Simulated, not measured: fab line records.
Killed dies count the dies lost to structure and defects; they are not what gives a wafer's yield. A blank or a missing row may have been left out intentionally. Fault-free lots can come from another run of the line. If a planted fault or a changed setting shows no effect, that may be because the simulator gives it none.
Chamber matching ; flow nandHarc ; NHARC_A_SGD_CUT_ETCH_58 on rieDiel-06 has 4 sister chambers
The step etches the open film in CF4, target depth 39 nm, time 65 s. 16 wafers are shown with their chamber, then 8 later ones without.

## WAFERS PAIRED WITH THEIR CHAMBERS
wafer;chamber;showerheadPlenumPTorr (Torr);drypumpMotorCurrentA (A);oesProductAu (a.u.)
L075.4;0;1.83;6.6;0.987
L075.5;3;1.82;6.4;0.984
L075.6;2;1.85;5.5;0.992
L079.1;1;1.69;6.3;1.006
L079.3;2;1.84;5.5;1.005
L079.4;3;1.82;6.4;0.993
L085.1;2;1.84;5.4;0.990
L085.2;0;1.83;6.6;0.988
L085.4;3;1.82;6.4;0.993
L090.1;2;1.84;5.5;0.999
L090.2;0;1.83;6.6;0.984
L090.4;3;1.82;6.4;0.985
L089.1;3;1.82;6.4;0.990
L089.2;0;1.83;6.5;0.974
L089.5;2;1.84;5.5;1.001
L091.2;1;1.69;6.3;1.000

SIGNATURES (means of the wafers above)
reading;chamber 0;chamber 1;chamber 2;chamber 3;scatter within a chamber
showerheadPlenumPTorr;1.8300;1.6900;1.8420;1.8200;0.00258
drypumpMotorCurrentA;6.575;6.300;5.480;6.400;0.0359
oesProductAu;0.98325;1.00300;0.99740;0.98900;0.00557
Rule: a wafer lies at a distance from a chamber equal to the root of the sum of squares, over the readings, of (its reading less the chamber's mean, divided by the reading's scatter). The wafer belongs to the nearest chamber; if the next one is less than 2 further off, it can't be placed. The scatter: the root of (the sum of the squares of (reading less its chamber's mean) over the shown wafers, divided by (wafers less chambers)).

## WAFERS WITHOUT THEIR CHAMBER
wafer;showerheadPlenumPTorr (Torr);drypumpMotorCurrentA (A);oesProductAu (a.u.)
L091.3;1.82;6.4;0.985
L091.6;1.68;6.3;0.994
L096.1;1.82;6.4;1.012
L096.2;1.69;6.3;0.999
L096.4;1.68;6.3;0.987
L097.1;1.83;6.6;0.997
L097.2;1.68;6.3;0.987
L097.4;1.84;5.5;0.987

## THE CHAMBER EACH PASSED THROUGH
wafer;from the rows above;in truth
L091.3;3;3
L091.6;1;1
L096.1;3;3
L096.2;1;1
L096.4;1;1
L097.1;0;0
L097.2;1;1
L097.4;2;2
Placed correctly: 8 of 8. From these rows, 0 cannot be placed. Number placed wrongly: 0.
